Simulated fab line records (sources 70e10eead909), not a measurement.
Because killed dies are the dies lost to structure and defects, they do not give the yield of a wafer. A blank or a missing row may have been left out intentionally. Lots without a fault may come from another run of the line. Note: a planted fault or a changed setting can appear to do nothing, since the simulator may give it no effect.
fab line records    flow nand_harc
record lots=12  wafers=36  last_day=33
route steps=1302 shown A_CONTACT@1063 END@1302
lots that met no fault: taken from a fault-free run of the same line
start_h: hours from the record's opening day to when the first of the lot's shown wafers began    wait_h: hours elapsed since this lot's preceding step    " unchanged from the row above    L1.1+2: a single row standing in for several wafers    - value missing, or start not given    * or withheld: withheld    < > ~ a bound
route shown NAME@n: names a module that has steps shown in the file, with the first one's number in the route    usual: average and standard deviation across the fault-free wafers    same: alike in all rows    chamber/n: place in a boat    sites: each site's reading    _std_site: standard deviation across them    _edge_site: inner sites' mean taken away from outer sites' mean    radius_mm: how far each site lies from the wafer's centre    mask NAME#n: copy n    behind: the tool/chamber that last shaped the wafer    hold: the reason the lot was held/the length of the hold in hours/how it ended    device: which transistor (n, p or np) failed to switch    end of line: tests of these same wafers at the route's end    a step given without rows: its recipe and nothing more    killed: the dies lost at the first sort to structure and to defects; this is not the yield of the wafer    map: shows each die of a wafer: x if killed, . if not, _ if none is there
set.NAME: the setting the step ran with; set.NAME@STEP: the setting that earlier step ran with    model.NAME: the simulator's own value behind a step, which no gauge read
the route's steps for a sample of lots (tables are steps, rows are wafers)
services: the hour from which a tool's chamber was out of use, counted from the record's first day as start_h (under 0 if before that day), plus the number of hours and why
## steps
# step NHARC_A_CONTACT_ETCH_106
# recipe target_depth_a=900  overetch_a=90  time_s=49.5  ion_energy_ev=100  cf4_flow_sccm=80  o2_flow_sccm=20  ar_flow_sccm=0  rf_w=300  bias_w=100  chemistry=CF4/O2
# usual drypump_motor_current_A=5.8/0.56  oes_ar_750_au=1.000/0.0045  oes_product_au=1.005/0.009  rf_vpp_V=197.3/1.7  showerhead_plenum_p_Torr=1.31/0.071  throttle_valve_pct=13.396/0.0083
lot.wafer  tool         chamber  start_h  wait_h  drypump_motor_current_A  oes_ar_750_au  oes_product_au  rf_hours_counter_h  rf_vpp_V  showerhead_plenum_p_Torr  throttle_valve_pct
L704.1     rie_diel-05  0        507.35   0.0     6.7                      1.005          1.018           27                  194.2     1.25                      13.409
L704.4     "            2        "        "       6.2                      1.002          1.020           29                  197.9     1.35                      13.391
L704.5     "            1        "        "       5.3                      0.995          1.001           -                   195.4     1.27                      13.394
L706.2     rie_diel-01  3        521.49   0.1     6.3                      0.997          1.003           22                  195.8     1.27                      13.406
L706.3     "            0        "        "       6.0                      0.997          1.012           21                  196.8     1.27                      13.388
L706.4     "            2        "        "       4.9                      1.005          1.027           23                  197.4     1.34                      13.389
L712.3     rie_diel-01  0        591.32   0.5     6.0                      0.998          1.012           6                   195.9     1.26                      13.383
L712.4     "            3        "        "       6.3                      0.997          1.010           6                   196.4     1.27                      13.392
L712.5     "            1        "        "       4.9                      0.995          1.006           -                   199.5     1.44                      13.388
L710.4     rie_diel-11  0        593.59   0.1     6.3                      0.998          0.986           55                  198.4     1.30                      13.401
L710.5     "            2        "        "       5.5                      0.998          1.014           -                   197.1     1.24                      13.400
L710.6     "            3        "        "       5.4                      1.002          1.001           -                   198.5     1.42                      13.395
L713.4     rie_diel-05  3        598.94   0.1     5.7                      1.000          1.003           2                   196.6     1.25                      13.392
L713.1     "            2        "        "       6.2                      0.996          0.998           2                   197.5     1.34                      13.408
L713.6     "            0        "        "       6.7                      0.991          0.991           -                   195.2     1.24                      13.399
L717.4     rie_diel-05  1        618.35   0.1     5.3                      0.987          1.005           7                   196.5     1.26                      13.406
L717.2     "            2        "        "       6.2                      0.998          0.997           8                   197.3     1.34                      13.406
L717.5     "            0        "        "       6.7                      0.998          0.995           -                   195.5     1.24                      13.380
L716.4     rie_diel-01  3        620.99   0.0     6.3                      0.999          1.011           11                  197.9     1.27                      13.393
L716.1     "            1        "        "       4.9                      0.990          1.006           11                  199.9     1.44                      13.401
L716.6     "            0        "        "       6.0                      1.011          1.017           -                   195.7     1.26                      13.402
L715.3     rie_diel-01  2        628.19   0.1     4.9                      0.995          0.998           12                  197.8     1.34                      13.402
L715.4     "            3        "        "       6.3                      0.999          1.001           13                  196.0     1.27                      13.403
L715.2     "            0        "        "       6.0                      1.002          1.017           13                  196.1     1.26                      13.407
L723.3     rie_diel-01  1        718.27   0.1     5.0                      0.995          1.005           26                  201.0     1.43                      13.396
L723.6     "            0        "        "       6.0                      0.999          1.010           -                   195.8     1.26                      13.391
L723.5     "            1        "        "       5.0                      1.000          1.012           -                   201.2     1.43                      13.395
L726.1     rie_diel-01  0        722.66   0.1     6.0                      0.996          1.014           28                  196.5     1.26                      13.386
L726.6     "            1        "        "       5.0                      1.003          1.025           -                   200.7     1.43                      13.409
L726.5     "            0        "        "       6.0                      1.005          1.019           -                   196.4     1.26                      13.394
L725.2     rie_diel-05  3        728.53   0.1     5.8                      0.996          1.001           44                  194.9     1.24                      13.400
L725.5     "            1        "        "       5.3                      1.008          1.013           -                   197.6     1.26                      13.406
L725.6     "            2        "        "       6.2                      1.003          1.000           -                   198.3     1.33                      13.401
L727.1     rie_diel-11  1        735.08   0.1     5.8                      0.995          0.996           39                  195.0     1.27                      13.386
L727.4     "            2        "        "       5.5                      1.001          1.009           35                  198.6     1.44                      13.386
L727.5     "            1        "        "       5.8                      0.996          0.996           -                   196.9     1.27                      13.407
# step NHARC_A_CONTACT_ETCH_88
# recipe target_depth_a=390  over_etch_frac=0.3  time_s=65  ion_energy_ev=80  cf4_flow_sccm=150  ar_flow_sccm=0  rf_w=300  bias_w=100  chemistry=CF4
# usual drypump_motor_current_A=5.7/0.57  oes_product_au=1.007/0.0097  rf_vpp_V=151.0/1.4  showerhead_plenum_p_Torr=1.75/0.092  throttle_valve_pct=13.284/0.0089
lot.wafer  tool         chamber  start_h  wait_h  drypump_motor_current_A  oes_product_au  rf_hours_counter_h  rf_vpp_V  showerhead_plenum_p_Torr  throttle_valve_pct
L704.1     rie_diel-01  3        510.75   0.1     6.3                      1.009           20                  149.4     1.69                      13.279
L704.4     "            0        "        "       6.0                      0.999           19                  151.3     1.68                      13.272
L704.5     "            2        "        "       5.0                      1.026           -                   151.7     1.78                      13.290
L706.3     rie_diel-01  1        524.89   0.1     5.0                      1.001           22                  153.7     1.90                      13.274
L706.2     "            2        "        "       5.0                      1.010           23                  152.0     1.78                      13.281
L706.4     "            0        "        "       6.0                      0.995           21                  150.2     1.68                      13.287
L712.3     rie_diel-11  0        594.59   0.1     6.3                      0.984           55                  150.9     1.73                      13.288
L712.4     "            1        "        "       5.8                      0.992           51                  149.7     1.70                      13.286
L712.5     "            3        "        "       5.4                      0.997           -                   152.5     1.88                      13.286
L710.4     rie_diel-01  0        596.85   0.1     6.0                      1.009           7                   149.2     1.68                      13.269
L710.6     "            3        "        "       6.3                      1.008           -                   148.7     1.69                      13.273
L710.5     "            0        "        "       6.1                      1.001           -                   150.1     1.68                      13.288
L713.4     rie_diel-11  3        603.24   0.5     5.4                      1.001           58                  153.6     1.87                      13.297
L713.1     "            2        "        "       5.5                      1.012           54                  150.8     1.64                      13.278
L713.6     "            0        "        "       6.3                      0.993           -                   151.1     1.73                      13.287
L717.4     rie_diel-01  1        625.20   0.1     5.0                      1.011           12                  153.8     1.90                      13.286
L717.2     "            2        "        "       4.9                      1.001           12                  151.2     1.77                      13.292
L717.5     "            1        "        "       4.9                      1.011           -                   152.7     1.90                      13.265
L716.1     rie_diel-05  2        625.53   0.1     6.2                      0.997           14                  151.5     1.78                      13.293
L716.6     "            1        "        "       5.3                      1.005           -                   150.7     1.68                      13.280
L716.4     "            2        "        "       6.2                      1.004           -                   150.9     1.78                      13.281
L715.3     rie_diel-01  1        631.60   0.1     4.9                      1.016           13                  152.1     1.90                      13.292
L715.2     "            2        "        "       4.9                      1.007           12                  151.6     1.77                      13.288
L715.4     "            3        "        "       6.3                      1.022           13                  149.3     1.69                      13.282
L723.3     rie_diel-01  0        725.52   0.1     6.0                      0.784           30                  149.8     1.67                      13.271
L723.5     "            0        "        "       6.0                      0.786           -                   150.2     1.67                      13.280
L723.6     "            1        "        "       4.9                      1.015           -                   151.6     1.89                      13.289
L726.1     rie_diel-01  1        727.12   0.1     4.9                      1.022           29                  154.1     1.89                      13.288
L726.6     "            1        "        "       4.9                      1.015           -                   152.8     1.89                      13.298
L726.5     "            0        "        "       6.1                      0.792           -                   149.4     1.67                      13.282
L725.2     rie_diel-01  3        732.70   0.1     6.3                      1.021           31                  150.3     1.68                      13.271
L725.6     "            0        "        "       6.0                      0.797           -                   149.9     1.67                      13.287
L725.5     "            1        "        "       4.9                      1.021           -                   152.5     1.89                      13.280
L727.4     rie_diel-11  2        743.06   0.1     5.5                      1.014           37                  153.1     1.90                      13.268
L727.1     "            3        "        "       5.4                      1.011           40                  151.5     1.86                      13.284
L727.5     "            1        "        "       5.8                      0.999           -                   149.7     1.69                      13.286
# step NHARC_A_CONTACT_ETCH_137
# recipe source_w=withheld  pressure_mtorr=20  bias_v=1200  time_s=311  target_depth_a=19120  ar_flow_sccm=withheld  c4f8_flow_sccm=withheld  o2_flow_sccm=withheld  chemistry=C4F8/O2/Ar
lot.wafer  tool             chamber  start_h  wait_h  rf_hours_counter_h
L704.1     har_cap_etch-03  0        512.77   0.2     48
L704.4     "                1        "        "       -
L704.5     "                1        "        "       -
L706.2     har_cap_etch-02  1        526.68   0.2     89
L706.4     "                1        "        "       -
L706.3     "                0        "        "       -
L712.4     har_cap_etch-02  0        596.47   0.2     -
L712.3     "                1        "        "       -
L712.5     "                1        "        "       -
L710.4     har_cap_etch-01  0        599.37   0.4     -
L710.6     "                0        "        "       -
L710.5     "                1        "        "       -
L713.1     har_cap_etch-02  1        605.12   0.2     105
L713.4     "                0        "        "       -
L713.6     "                0        "        "       -
L717.2     har_cap_etch-01  0        627.28   0.3     20
L717.4     "                1        "        "       -
L717.5     "                1        "        "       -
L716.1     har_cap_etch-03  1        627.49   0.2     67
L716.4     "                1        "        "       -
L716.6     "                0        "        "       -
L715.2     har_cap_etch-02  0        633.42   0.2     110
L715.4     "                1        "        "       -
L715.3     "                0        "        "       -
L723.3     har_cap_etch-03  0        727.62   0.2     -
L723.5     "                1        "        "       -
L723.6     "                0        "        "       -
L726.1     har_cap_etch-01  1        729.10   0.2     37
L726.6     "                1        "        "       -
L726.5     "                0        "        "       -
L725.2     har_cap_etch-03  1        734.67   0.2     84
L725.5     "                1        "        "       -
L725.6     "                0        "        "       -
L727.1     har_cap_etch-01  0        744.83   0.2     38
L727.4     "                1        "        "       -
L727.5     "                1        "        "       -
# step NHARC_A_CONTACT_ETCH_138
# recipe source_w=withheld  pressure_mtorr=20  bias_v=1200  time_s=311  target_depth_a=19140  ar_flow_sccm=withheld  c4f8_flow_sccm=withheld  o2_flow_sccm=withheld  chemistry=C4F8/O2/Ar
lot.wafer  tool             chamber  start_h  wait_h  rf_hours_counter_h
L704.1     har_cap_etch-03  0        513.04   0.2     48
L704.4     "                1        "        "       -
L704.5     "                1        "        "       -
L706.2     har_cap_etch-02  1        526.95   0.2     89
L706.4     "                1        "        "       -
L706.3     "                0        "        "       -
L712.4     har_cap_etch-02  0        596.74   0.2     -
L712.3     "                1        "        "       -
L712.5     "                1        "        "       -
L710.4     har_cap_etch-01  0        599.87   0.4     -
L710.6     "                0        "        "       -
L710.5     "                1        "        "       -
L713.1     har_cap_etch-02  1        605.39   0.2     105
L713.4     "                0        "        "       -
L713.6     "                0        "        "       -
L717.2     har_cap_etch-01  0        627.65   0.3     20
L717.4     "                1        "        "       -
L717.5     "                1        "        "       -
L716.1     har_cap_etch-03  1        627.77   0.2     67
L716.4     "                1        "        "       -
L716.6     "                0        "        "       -
L715.2     har_cap_etch-02  0        633.70   0.2     110
L715.4     "                1        "        "       -
L715.3     "                0        "        "       -
L723.3     har_cap_etch-03  0        727.89   0.2     -
L723.5     "                1        "        "       -
L723.6     "                0        "        "       -
L726.1     har_cap_etch-01  1        729.38   0.2     37
L726.6     "                1        "        "       -
L726.5     "                0        "        "       -
L725.2     har_cap_etch-03  1        734.94   0.2     85
L725.5     "                1        "        "       -
L725.6     "                0        "        "       -
L727.1     har_cap_etch-01  0        745.10   0.2     38
L727.4     "                1        "        "       -
L727.5     "                1        "        "       -
# step NHARC_END_SORT_01
# recipe temp_c=25
# usual killed_at_array=62/15  killed_at_other=0.8/1  killed_at_periphery=3.7/2.6  killed_dies=66/15  killed_open=3.1/1.8  killed_short=2.6/1.7
# same gross_dies=677
lot.wafer  tool       chamber  start_h  wait_h  killed_at_array  killed_at_other  killed_at_periphery  killed_dies  killed_open  killed_short
L704.1     prober-01  0        565.63   2.5     55               0                4                    59           2            5
L704.4     prober-01  0        568.07   3.4     70               2                8                    80           2            2
L704.5     prober-01  0        568.89   3.8     58               1                5                    64           3            3
L716.1     prober-01  0        674.57   2.5     47               2                1                    50           5            3
L716.4     prober-01  0        676.95   3.4     41               1                2                    44           2            2
L716.6     prober-01  0        678.54   4.0     50               1                1                    52           1            5
L717.2     prober-02  0        675.39   2.8     78               0                12                   90           5            1
L717.4     prober-02  0        676.98   3.4     88               0                5                    93           2            1
L717.5     prober-02  0        677.77   3.7     96               0                5                    101          2            2
L726.1     prober-01  0        775.21   2.5     40               4                7                    51           2            5
L726.5     prober-01  0        778.42   3.7     672              0                5                    677          2            8
L726.6     prober-01  0        779.22   4.0     44               1                5                    50           2            1
L723.3     prober-02  0        776.75   3.1     672              0                5                    677          7            3
L723.5     prober-02  0        778.36   3.7     673              0                4                    677          3            2
L723.6     prober-02  0        779.16   4.0     70               0                13                   83           2            4
L725.2     prober-02  0        783.81   2.8     62               0                2                    64           2            1
L725.5     prober-02  0        786.22   3.7     71               1                1                    73           6            2
L725.6     prober-02  0        787.02   4.0     670              3                4                    677          3            2
L727.1     prober-01  0        792.76   2.5     59               2                1                    62           1            2
L727.4     prober-01  0        795.17   3.4     55               3                0                    58           2            2
L727.5     prober-01  0        795.97   3.7     42               1                6                    49           4            2
# killed by level:class
L704.1 A_CHANNEL_HOLE_D2:chamber_film_flake=22 A_CHANNEL_HOLE_D1:chamber_film_flake=16 P_CONTACT:chamber_film_flake=3 A_CHANNEL_FILL_D1:chamber_film_flake=3 A_ONON_D1:geometric_particle:short=2 A_WL_FILL:geometric_particle:short=2 A_ZERO_WELL:chamber_film_flake=2 A_STAIRCASE:chamber_film_flake=2
L704.4 A_CHANNEL_HOLE_D1:chamber_film_flake=37 A_CHANNEL_HOLE_D2:chamber_film_flake=24 P_GATE:chamber_film_flake=3 P_CONTACT:chamber_film_flake=3 A_CHANNEL_FILL_D1:chamber_film_flake=2 A_WL_FILL:chamber_film_flake=2 A_CONTACT:chamber_film_flake=2 P_GATE:geometric_particle:short=1
L704.5 A_CHANNEL_HOLE_D1:chamber_film_flake=28 A_CHANNEL_HOLE_D2:chamber_film_flake=17 A_WL_FILL:chamber_film_flake=3 A_CONTACT:chamber_film_flake=3 A_STAIRCASE:chamber_film_flake=2 P_GATE:geometric_particle:short=1 P_M0:geometric_particle:open=1 P_M1:geometric_particle:open=1
L716.1 A_CHANNEL_HOLE_D1:chamber_film_flake=24 A_CONTACT:chamber_film_flake=7 A_ZERO_WELL:chamber_film_flake=2 A_SGD_CUT:chamber_film_flake=2 A_WL_FILL:chamber_film_flake=2 P_CONTACT:geometric_particle:open=1 A_SOURCE_PLATE:geometric_particle:short=1 A_CHANNEL_FILL_D1:geometric_particle:open=1
L717.2 A_SLIT:chamber_film_flake=32 A_CHANNEL_HOLE_D1:chamber_film_flake=29 A_CHANNEL_HOLE_D2:chamber_film_flake=11 P_M2:chamber_film_flake=4 P_M0:geometric_particle:open=3 A_DECK1_JOINT:chamber_film_flake=3 P_GATE:chamber_film_flake=2 P_GATE:geometric_particle:open=1
L716.4 A_CHANNEL_HOLE_D1:chamber_film_flake=31 A_CONTACT:chamber_film_flake=3 P_M0:geometric_particle:open=1 A_ONON_D1:geometric_particle:short=1 A_WL_FILL:geometric_particle:short=1 A_CONTACT:geometric_particle:open=1 P_GATE:chamber_film_flake=1 A_DECK1_JOINT:chamber_film_flake=1
L717.4 A_CHANNEL_HOLE_D1:chamber_film_flake=33 A_SLIT:chamber_film_flake=27 A_CHANNEL_HOLE_D2:chamber_film_flake=21 A_CONTACT:chamber_film_flake=3 P_GATE:chamber_film_flake=2 P_GATE:geometric_particle:open=1 A_CHANNEL_FILL_D1:geometric_particle:short=1 A_M0:geometric_particle:open=1
L717.5 A_CHANNEL_HOLE_D1:chamber_film_flake=35 A_SLIT:chamber_film_flake=34 A_CHANNEL_HOLE_D2:chamber_film_flake=23 P_M2:chamber_film_flake=2 P_CONTACT:geometric_particle:open=1 A_CHANNEL_HOLE_D1:geometric_particle:short=1 A_DECK1_JOINT:geometric_particle:short=1 A_CHANNEL_FILL_D2:geometric_particle:open=1
L716.6 A_CHANNEL_HOLE_D1:chamber_film_flake=30 A_CONTACT:chamber_film_flake=5 A_SLIT:chamber_film_flake=3 A_M1:chamber_film_flake=2 P_M1:geometric_particle:short=1 A_CHANNEL_FILL_D1:geometric_particle:short=1 A_CHANNEL_FILL_D2:geometric_particle:short=1 A_SGD_CUT:geometric_particle:short=1
L726.1 A_SLIT:chamber_film_flake=31 P_GATE:chamber_film_flake=4 P_STI:chamber_film_flake=3 STARTING-WAFER:geometric_particle:short=2 A_STAIRCASE:chamber_film_flake=2 THIN_TSV:chamber_film_flake=2 A_CHANNEL_HOLE_D1:geometric_particle:short=1 A_CHANNEL_FILL_D1:geometric_particle:open=1
L723.3 A_CONTACT:area_etch=589 A_CHANNEL_HOLE_D1:chamber_film_flake=35 A_CHANNEL_HOLE_D2:chamber_film_flake=26 A_BONDPAD:chamber_film_flake=6 A_SLIT:chamber_film_flake=3 A_STAIRCASE:chamber_film_flake=3 A_CONTACT:chamber_film_flake=3 P_GATE:geometric_particle:open=2
L723.5 A_CONTACT:area_etch=600 A_CHANNEL_HOLE_D2:chamber_film_flake=26 A_CHANNEL_HOLE_D1:chamber_film_flake=25 A_CONTACT:chamber_film_flake=7 P_CONTACT:chamber_film_flake=3 A_SLIT:chamber_film_flake=3 A_ONON_D2:geometric_particle:open=2 A_BONDPAD:chamber_film_flake=2
L726.5 A_CONTACT:area_etch=614 A_SLIT:chamber_film_flake=37 P_STI:chamber_film_flake=3 A_CHANNEL_HOLE_D1:chamber_film_flake=3 A_CONTACT:chamber_film_flake=3 A_DECK1_JOINT:geometric_particle:short=2 A_ZERO_WELL:chamber_film_flake=2 A_STAIRCASE:chamber_film_flake=2
L723.6 A_CHANNEL_HOLE_D1:chamber_film_flake=33 A_CHANNEL_HOLE_D2:chamber_film_flake=21 P_M1:chamber_film_flake=7 A_CONTACT:chamber_film_flake=7 A_SLIT:chamber_film_flake=4 P_CONTACT:chamber_film_flake=3 P_ZERO_WELL:geometric_particle:short=1 P_CONTACT:geometric_particle:short=1
L726.6 A_SLIT:chamber_film_flake=35 P_GATE:chamber_film_flake=5 A_CHANNEL_HOLE_D1:unspecified=2 A_STAIRCASE:chamber_film_flake=2 A_SGD_CUT:geometric_particle:open=1 A_WL_FILL:geometric_particle:short=1 A_CONTACT:geometric_particle:open=1 A_DECK1_JOINT:chamber_film_flake=1
L725.2 A_CHANNEL_HOLE_D2:chamber_film_flake=25 A_CHANNEL_HOLE_D1:chamber_film_flake=10 A_STAIRCASE:chamber_film_flake=9 A_SLIT:chamber_film_flake=8 A_CONTACT:chamber_film_flake=5 P_GATE:geometric_particle:open=1 A_ONON_D1:geometric_particle:open=1 A_BLC:geometric_particle:short=1
L725.5 A_CHANNEL_HOLE_D2:chamber_film_flake=29 A_CHANNEL_HOLE_D1:chamber_film_flake=21 A_SLIT:chamber_film_flake=6 A_STAIRCASE:chamber_film_flake=3 A_BLC:geometric_particle:open=2 A_CONTACT:chamber_film_flake=2 A_WL_FILL:chamber_film_flake=2 A_ONON_D1:geometric_particle:open=1
L725.6 A_CONTACT:area_etch=591 A_CHANNEL_HOLE_D2:chamber_film_flake=37 A_CHANNEL_HOLE_D1:chamber_film_flake=18 A_SLIT:chamber_film_flake=7 A_STAIRCASE:chamber_film_flake=6 A_WL_FILL:chamber_film_flake=3 A_CONTACT:chamber_film_flake=3 HYBRID_BOND:chamber_film_flake=2
L727.1 A_SLIT:chamber_film_flake=36 A_CONTACT:chamber_film_flake=8 A_DECK1_JOINT:chamber_film_flake=4 A_ZERO_WELL:chamber_film_flake=2 A_CHANNEL_HOLE_D2:chamber_film_flake=2 A_STAIRCASE:chamber_film_flake=2 A_WL_FILL:chamber_film_flake=2 THIN_TSV:chamber_film_flake=2
L727.4 A_SLIT:chamber_film_flake=30 A_CONTACT:chamber_film_flake=11 A_CHANNEL_HOLE_D2:chamber_film_flake=3 THIN_TSV:chamber_film_flake=3 A_CHANNEL_FILL_D2:geometric_particle:short=2 A_STAIRCASE:chamber_film_flake=2 A_CONTACT:geometric_particle:open=1 A_M0:geometric_particle:open=1
L727.5 A_SLIT:chamber_film_flake=27 A_CONTACT:chamber_film_flake=6 P_CONTACT:geometric_particle:open=2 A_CHANNEL_HOLE_D2:chamber_film_flake=2 A_CHANNEL_FILL_D2:chamber_film_flake=2 P_CONTACT:geometric_particle:short=1 A_CHANNEL_FILL_D1:geometric_particle:short=1 A_SGD_CUT:geometric_particle:open=1
## services
tool             chamber  start_h  hours  kind
rie_diel-01      0        487.89   -      clean
rie_diel-01      1        487.89   -      clean
rie_diel-01      2        487.89   -      clean
rie_diel-01      3        487.89   -      clean
har_cap_etch-01  -        497.60   17.0   pm
rie_diel-01      0        512.39   -      clean
rie_diel-01      1        512.39   -      clean
rie_diel-01      2        512.39   -      clean
rie_diel-01      3        512.39   -      clean
har_cap_etch-02  -        533.86   0.5    repair
rie_diel-01      0        536.89   -      clean
rie_diel-01      1        536.89   -      clean
rie_diel-01      2        536.89   -      clean
rie_diel-01      3        536.89   -      clean
rie_diel-01      -        557.82   9.0    pm
rie_diel-01      0        557.82   9.0    vent_cycle
rie_diel-01      1        557.82   9.0    vent_cycle
har_cap_etch-02  -        564.73   1.6    repair
rie_diel-11      2        580.32   2.7    repair
rie_diel-05      -        583.66   9.0    pm
rie_diel-11      -        610.70   9.0    pm
rie_diel-05      0        624.22   17.4   repair
rie_diel-11      2        643.46   6.4    repair
rie_diel-01      -        734.82   9.0    pm
## key
first_sign step=NHARC_A_CONTACT_ETCH_88  reading=oes_product_au  direction=down  sigmas=22  usual=1.007  struck=0.790
effect step=NHARC_END_SORT_01  reading=killed_at_array  direction=up  sigmas=40  usual=62  struck=672
more_kills_born_at NHARC_A_CONTACT_ETCH_88@rie_diel-01=2394
met_at NHARC_A_CONTACT_ETCH_88
struck_lots L723,L725,L726
struck_wafers L723.3,L723.5,L725.6,L726.5
later_rows_left_out L723.3,L723.5,L725.6,L726.5
tester_left_out L723,L725,L726
not_acting_at NHARC_A_CONTACT_ETCH_106,NHARC_A_CONTACT_ETCH_137,NHARC_A_CONTACT_ETCH_138
onset_between 596.85 725.52
fault kind=process_parameter_drift  tool=rie_diel-01  chamber=0  onset_h=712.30  steps=NHARC_A_CONTACT_ETCH_88  channel=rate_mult  offset=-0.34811  shape=step  end_h=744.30
# tester_left_out: of these lots the tester's yield and bins aren't shown, on N5 and GAA mostly nor the transistor test; their killed dies are dies lost to structure and defects alone, not to doping, threshold or leakage, so they don't give the yield
# later_rows_left_out: the simulator's readings of these wafers behind a module that went badly wrong aren't trusted and aren't shown, but for the sort
